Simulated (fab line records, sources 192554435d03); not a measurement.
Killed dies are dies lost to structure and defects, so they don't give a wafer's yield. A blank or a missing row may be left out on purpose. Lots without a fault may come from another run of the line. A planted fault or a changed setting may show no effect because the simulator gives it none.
A struck lot beside a sound one | flow n5_finfet | 16 steps out of a route of 1938
Sound: wafers L561.3, L561.4, L561.5. Struck: wafers L553.1, L553.4, L553.6. The cause comes at the end.
At each step with rows: each side's tool, then ch and its chambers, then its first start. Under that, the readings that differ: sound wafers | struck wafers | difference of the means | sigmas: that difference in standard deviations of wafers without a fault.
alike: readings whose means differ by less than 2 such deviations, and words and numbers that are the same on both sides. not compared: withheld readings, readings that some wafer has no value for, bounds like >300 that may hide the same value, and numbers for which the record gives no deviation and whose values overlap.
The two part at a step that has a row with sigmas, a row that says differs or no value, or rows on one side only. Numbers that don't overlap but have no deviation are shown without sigmas and don't part them. A reading that every wafer of one side lacks parts them only if that side has two wafers or more.

first, 4 steps without rows for these wafers: N5_BEOL_M11_SOFTBAKE_06 (time 60 s); N5_BEOL_M11_EXPOSE_08 (exposes mask M11); N5_BEOL_M11_PEB_09 (peb time 60 s); N5_BEOL_M11_DEVELOP_10 (develop time 30 s).
N5_BEOL_M11_CD_MEAS_11: target cd 64.1 nm.
  sound on cd_sem-03 ch 0, day 17 00:53; struck on cd_sem-01 ch 0, day 16 02:20
  alike: cd_nm
N5_BEOL_M11_OVL_MEAS_12:
  sound on overlay-02 ch 0, day 17 00:55; struck on overlay-02 ch 0, day 16 02:22
  alike: M11_OVL
N5_BEOL_M11_INSPECT_13: inspects for defects (brightfield).
  sound on defect_inspect-02, day 17 00:56; struck on defect_inspect-02, day 16 02:23
  alike: raw_defect_count
N5_BEOL_M11_DESCUM_16: chemistry O2, time 7.9 s.
  sound on rie_diel-05 ch 0,1,2, day 17 01:09; struck on rie_diel-05 ch 0,1,3, day 16 02:26
  alike: drypump_motor_current_A, oes_product_au, rf_vpp_V, showerhead_plenum_p_Torr, throttle_valve_pct
  not compared: rf_hours_counter_h
N5_BEOL_M11_ETCH_61: etches SiARC in CF4, target depth 39 nm, time 65 s.
  sound on rie_diel-05 ch 0,1,2, day 17 01:11; struck on rie_diel-05 ch 0,1,3, day 16 02:28
  alike: drypump_motor_current_A, etch_rf_on_time_s, oes_product_au, rf_vpp_V, showerhead_plenum_p_Torr, throttle_valve_pct
  not compared: rf_hours_counter_h
N5_BEOL_M11_ETCH_62: etches SOC in N2/H2, target depth 110 nm, overetch 22 nm, time 165 s.
  sound on rie_diel-05 ch 0,1,2, day 17 01:14; struck on rie_diel-05 ch 0,1,3, day 16 02:31
  alike: drypump_motor_current_A, h2_flow_sccm, oes_product_au, rf_vpp_V, showerhead_plenum_p_Torr, throttle_valve_pct
  not compared: rf_hours_counter_h
then, 1 step without rows for these wafers: N5_BEOL_M11_STRIP_68 (strips in N2/H2).
N5_BEOL_M11_STRIP_67: strips in CF4.
  sound on rie_diel-05 ch 0,1,2, day 17 01:23; struck on rie_diel-05 ch 0,1,3, day 16 02:40
  alike: drypump_motor_current_A, oes_product_au, rf_vpp_V, showerhead_plenum_p_Torr, throttle_valve_pct
  not compared: rf_hours_counter_h
N5_BEOL_M11_HM_OPEN_17: chemistry Cl2/BCl3, target TiN, target depth 20 nm, overetch 6 nm.
  sound on rie_metal-02 ch 0,1, day 17 01:27; struck on rie_metal-02 ch 0,1, day 16 02:42
  no value came back on the struck wafers for any of 5 readings (bcl3_flow_sccm (sccm), bias_w (W) and others); on the sound wafers bcl3_flow_sccm (sccm) reads 21.69 21.68 21.70
  reading                                   | sound        | struck         | difference | sigmas
  model.SOC_of_BEOL_M11_COAT_59.thk_nm (nm) | 91.6 92 91.4 | 99.8 99.6 99.8 | +8.1       |
  not compared: rf_hours_counter_h
N5_BEOL_M11_STRIP_19: strips in O2.
  sound on rie_diel-03 ch 1,2,3, day 17 01:44; struck on rie_diel-05 ch 0,2, day 16 02:49
  alike: drypump_motor_current_A, oes_product_au, rf_vpp_V, showerhead_plenum_p_Torr, throttle_valve_pct
  not compared: rf_hours_counter_h
N5_BEOL_M11_CD_MEAS_18: pitch 140 nm, target cd 70 nm.
  sound on cd_sem-02, day 17 01:49; struck on cd_sem-01, day 16 02:53
  reading    | sound          | struck | difference                    | sigmas
  cd_nm (nm) | 70.6 70.3 70.6 | - - -  | no value on the struck wafers |
then, 1 step without rows for these wafers: N5_BEOL_M11_COAT_63 (time 60 s, resist thk 100 nm).

WHERE THEY PART
First at N5_BEOL_M11_HM_OPEN_17; last, within this record, at N5_BEOL_M11_CD_MEAS_18.

WHY: what the simulator had put in
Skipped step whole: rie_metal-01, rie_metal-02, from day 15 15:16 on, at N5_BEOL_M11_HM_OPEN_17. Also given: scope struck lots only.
